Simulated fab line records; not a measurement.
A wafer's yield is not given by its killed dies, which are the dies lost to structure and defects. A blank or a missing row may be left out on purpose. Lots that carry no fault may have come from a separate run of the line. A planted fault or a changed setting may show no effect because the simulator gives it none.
Split-lot study || flow n5Finfet || 39 wafers read across 7 lots, on a route 1938 steps long

== SPLIT DETAILS ==
At N5_BEOL_M3_ETCH_41 (etches SiCN in CH3F/O2, target depth 29.9 nm, time 52.5 s), the setting targetDepthA was moved away from the recipe's 299 angstrom on 9 of the 39 wafers read, by -57.1% to +27.4%. The other wafers ran this setting at the recipe's value.

The reading is taken at the split's own step.

== THE READING ==
etch.depthNm (the simulator's own value, which no gauge read), in nm, at N5_BEOL_M3_ETCH_41 (etches SiCN in CH3F/O2, target depth 29.9 nm, time 52.5 s). There is no usual value for it anywhere in the file. Across the 30 wafers here that went through the recipe, the average is 19.873 nm and the standard deviation 0.42 nm.

{"wafer": "L075.1", "tool, chamber at the split": "rieDiel-02, 2", "targetDepthA as run, angstrom": 299, "against the recipe": "recipe", "etch.depthNm, nm": 19.34, "against lot-mates on the recipe": "-"}
{"wafer": "L075.2", "tool, chamber at the split": "rieDiel-02, 3", "targetDepthA as run, angstrom": 299, "against the recipe": "recipe", "etch.depthNm, nm": 20.2, "against lot-mates on the recipe": "-"}
{"wafer": "L075.3", "tool, chamber at the split": "rieDiel-02, 1", "targetDepthA as run, angstrom": 299, "against the recipe": "recipe", "etch.depthNm, nm": 19.59, "against lot-mates on the recipe": "-"}
{"wafer": "L075.4", "tool, chamber at the split": "rieDiel-02, 1", "targetDepthA as run, angstrom": 299, "against the recipe": "recipe", "etch.depthNm, nm": 19.58, "against lot-mates on the recipe": "-"}
{"wafer": "L075.5", "tool, chamber at the split": "rieDiel-02, 3", "targetDepthA as run, angstrom": 299, "against the recipe": "recipe", "etch.depthNm, nm": 20.26, "against lot-mates on the recipe": "-"}
{"wafer": "L075.6", "tool, chamber at the split": "rieDiel-02, 2", "targetDepthA as run, angstrom": 299, "against the recipe": "recipe", "etch.depthNm, nm": 19.28, "against lot-mates on the recipe": "-"}
{"wafer": "L078.1", "tool, chamber at the split": "rieDiel-02, 0", "targetDepthA as run, angstrom": 244.7, "against the recipe": "-18.2%", "etch.depthNm, nm": 16.51, "against lot-mates on the recipe": -3.357}
{"wafer": "L078.2", "tool, chamber at the split": "rieDiel-02, 2", "targetDepthA as run, angstrom": 244.7, "against the recipe": "-18.2%", "etch.depthNm, nm": 15.9, "against lot-mates on the recipe": -3.967}
{"wafer": "L078.3", "tool, chamber at the split": "rieDiel-02, 3", "targetDepthA as run, angstrom": 299, "against the recipe": "recipe", "etch.depthNm, nm": 20.04, "against lot-mates on the recipe": "-"}
{"wafer": "L078.4", "tool, chamber at the split": "rieDiel-02, 1", "targetDepthA as run, angstrom": 299, "against the recipe": "recipe", "etch.depthNm, nm": 19.36, "against lot-mates on the recipe": "-"}
{"wafer": "L078.5", "tool, chamber at the split": "rieDiel-02, 0", "targetDepthA as run, angstrom": 299, "against the recipe": "recipe", "etch.depthNm, nm": 20.2, "against lot-mates on the recipe": "-"}
{"wafer": "L078.6", "tool, chamber at the split": "rieDiel-02, 3", "targetDepthA as run, angstrom": 244.7, "against the recipe": "-18.2%", "etch.depthNm, nm": 16.46, "against lot-mates on the recipe": -3.407}
{"wafer": "L081.1", "tool, chamber at the split": "rieDiel-01, 3", "targetDepthA as run, angstrom": 299, "against the recipe": "recipe", "etch.depthNm, nm": 20.5, "against lot-mates on the recipe": "-"}
{"wafer": "L081.2", "tool, chamber at the split": "rieDiel-01, 0", "targetDepthA as run, angstrom": 299, "against the recipe": "recipe", "etch.depthNm, nm": 19.92, "against lot-mates on the recipe": "-"}
{"wafer": "L081.3", "tool, chamber at the split": "rieDiel-01, 2", "targetDepthA as run, angstrom": 299, "against the recipe": "recipe", "etch.depthNm, nm": 19.59, "against lot-mates on the recipe": "-"}
{"wafer": "L081.4", "tool, chamber at the split": "rieDiel-01, 0", "targetDepthA as run, angstrom": 299, "against the recipe": "recipe", "etch.depthNm, nm": 20.08, "against lot-mates on the recipe": "-"}
{"wafer": "L081.5", "tool, chamber at the split": "rieDiel-01, 3", "targetDepthA as run, angstrom": 299, "against the recipe": "recipe", "etch.depthNm, nm": 20.51, "against lot-mates on the recipe": "-"}
{"wafer": "L081.6", "tool, chamber at the split": "rieDiel-01, 2", "targetDepthA as run, angstrom": 299, "against the recipe": "recipe", "etch.depthNm, nm": 19.85, "against lot-mates on the recipe": "-"}
{"wafer": "L083.3", "tool, chamber at the split": "rieDiel-03, 2", "targetDepthA as run, angstrom": 299, "against the recipe": "recipe", "etch.depthNm, nm": 20.75, "against lot-mates on the recipe": "-"}
{"wafer": "L083.5", "tool, chamber at the split": "rieDiel-03, 0", "targetDepthA as run, angstrom": 299, "against the recipe": "recipe", "etch.depthNm, nm": 19.56, "against lot-mates on the recipe": "-"}
{"wafer": "L083.6", "tool, chamber at the split": "rieDiel-03, 3", "targetDepthA as run, angstrom": 299, "against the recipe": "recipe", "etch.depthNm, nm": 18.98, "against lot-mates on the recipe": "-"}
{"wafer": "L084.1", "tool, chamber at the split": "rieDiel-01, 0", "targetDepthA as run, angstrom": 380.8, "against the recipe": "+27.4%", "etch.depthNm, nm": 24.95, "against lot-mates on the recipe": "+5.250"}
{"wafer": "L084.2", "tool, chamber at the split": "rieDiel-01, 1", "targetDepthA as run, angstrom": 299, "against the recipe": "recipe", "etch.depthNm, nm": 19.66, "against lot-mates on the recipe": "-"}
{"wafer": "L084.3", "tool, chamber at the split": "rieDiel-01, 3", "targetDepthA as run, angstrom": 299, "against the recipe": "recipe", "etch.depthNm, nm": 20.19, "against lot-mates on the recipe": "-"}
{"wafer": "L084.4", "tool, chamber at the split": "rieDiel-01, 2", "targetDepthA as run, angstrom": 299, "against the recipe": "recipe", "etch.depthNm, nm": 19.25, "against lot-mates on the recipe": "-"}
{"wafer": "L084.5", "tool, chamber at the split": "rieDiel-01, 0", "targetDepthA as run, angstrom": 380.8, "against the recipe": "+27.4%", "etch.depthNm, nm": 24.8, "against lot-mates on the recipe": "+5.100"}
{"wafer": "L084.6", "tool, chamber at the split": "rieDiel-01, 3", "targetDepthA as run, angstrom": 380.8, "against the recipe": "+27.4%", "etch.depthNm, nm": 25.73, "against lot-mates on the recipe": "+6.030"}
{"wafer": "L093.1", "tool, chamber at the split": "rieDiel-02, 2", "targetDepthA as run, angstrom": 128.4, "against the recipe": "-57.1%", "etch.depthNm, nm": 8.222, "against lot-mates on the recipe": -11.928}
{"wafer": "L093.2", "tool, chamber at the split": "rieDiel-02, 3", "targetDepthA as run, angstrom": 299, "against the recipe": "recipe", "etch.depthNm, nm": 20.28, "against lot-mates on the recipe": "-"}
{"wafer": "L093.3", "tool, chamber at the split": "rieDiel-02, 0", "targetDepthA as run, angstrom": 299, "against the recipe": "recipe", "etch.depthNm, nm": 20.08, "against lot-mates on the recipe": "-"}
{"wafer": "L093.4", "tool, chamber at the split": "rieDiel-02, 1", "targetDepthA as run, angstrom": 128.4, "against the recipe": "-57.1%", "etch.depthNm, nm": 8.323, "against lot-mates on the recipe": -11.827}
{"wafer": "L093.5", "tool, chamber at the split": "rieDiel-02, 0", "targetDepthA as run, angstrom": 299, "against the recipe": "recipe", "etch.depthNm, nm": 20.09, "against lot-mates on the recipe": "-"}
{"wafer": "L093.6", "tool, chamber at the split": "rieDiel-02, 1", "targetDepthA as run, angstrom": 128.4, "against the recipe": "-57.1%", "etch.depthNm, nm": 8.276, "against lot-mates on the recipe": -11.874}
{"wafer": "L096.1", "tool, chamber at the split": "rieDiel-01, 0", "targetDepthA as run, angstrom": 299, "against the recipe": "recipe", "etch.depthNm, nm": 19.65, "against lot-mates on the recipe": "-"}
{"wafer": "L096.2", "tool, chamber at the split": "rieDiel-01, 3", "targetDepthA as run, angstrom": 299, "against the recipe": "recipe", "etch.depthNm, nm": 20.21, "against lot-mates on the recipe": "-"}
{"wafer": "L096.3", "tool, chamber at the split": "rieDiel-01, 2", "targetDepthA as run, angstrom": 299, "against the recipe": "recipe", "etch.depthNm, nm": 19.53, "against lot-mates on the recipe": "-"}
{"wafer": "L096.4", "tool, chamber at the split": "rieDiel-01, 1", "targetDepthA as run, angstrom": 299, "against the recipe": "recipe", "etch.depthNm, nm": 19.89, "against lot-mates on the recipe": "-"}
{"wafer": "L096.5", "tool, chamber at the split": "rieDiel-01, 0", "targetDepthA as run, angstrom": 299, "against the recipe": "recipe", "etch.depthNm, nm": 19.61, "against lot-mates on the recipe": "-"}
{"wafer": "L096.6", "tool, chamber at the split": "rieDiel-01, 3", "targetDepthA as run, angstrom": 299, "against the recipe": "recipe", "etch.depthNm, nm": 20.15, "against lot-mates on the recipe": "-"}

FIT RESULTS
A straight line over all 39 wafers: etch.depthNm changes by +0.201 nm for each +1% of targetDepthA; r = +0.99; the points scatter about the line by 0.41 nm.
The same after taking each lot's own level away (the mean of its wafers on the recipe; 39 wafers): +0.206 nm for each +1%; r = +0.99; scatter 0.38 nm.
That fit puts the effect of the largest move of targetDepthA on the reading at 12 nm.
From 19.7000 to 20.1500 nm: that is the span of the lots' own levels, equal to 1.1 times the standard deviation above.
The two slopes are in agreement: the lot-to-lot level therefore moves the slope only a little.
Check: -11.7 nm against its lot-mates is what the line predicts for one of the wafers moved furthest among these (-57.1%) when that wafer is left out of the fit. Against them it came out at -11.9 nm.

== OTHER SPLITS APPLIED TO THESE WAFERS ==
Before the reading, these wafers also passed through other splits. Each is held against what the fit with the lots' levels taken away leaves over:
{"other split on the same wafers": "N5_BEOL_M0_SAQP_ILD_DEP_01 targetThkA", "wafers away from the commonest value": 18, "r with etch.depthNm (lot level and that fit taken away)": "+0.17"}

== FILE'S OWN FIT ==
etch.depthNm changes by +0.206 nm for each +1% of targetDepthA, r = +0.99.
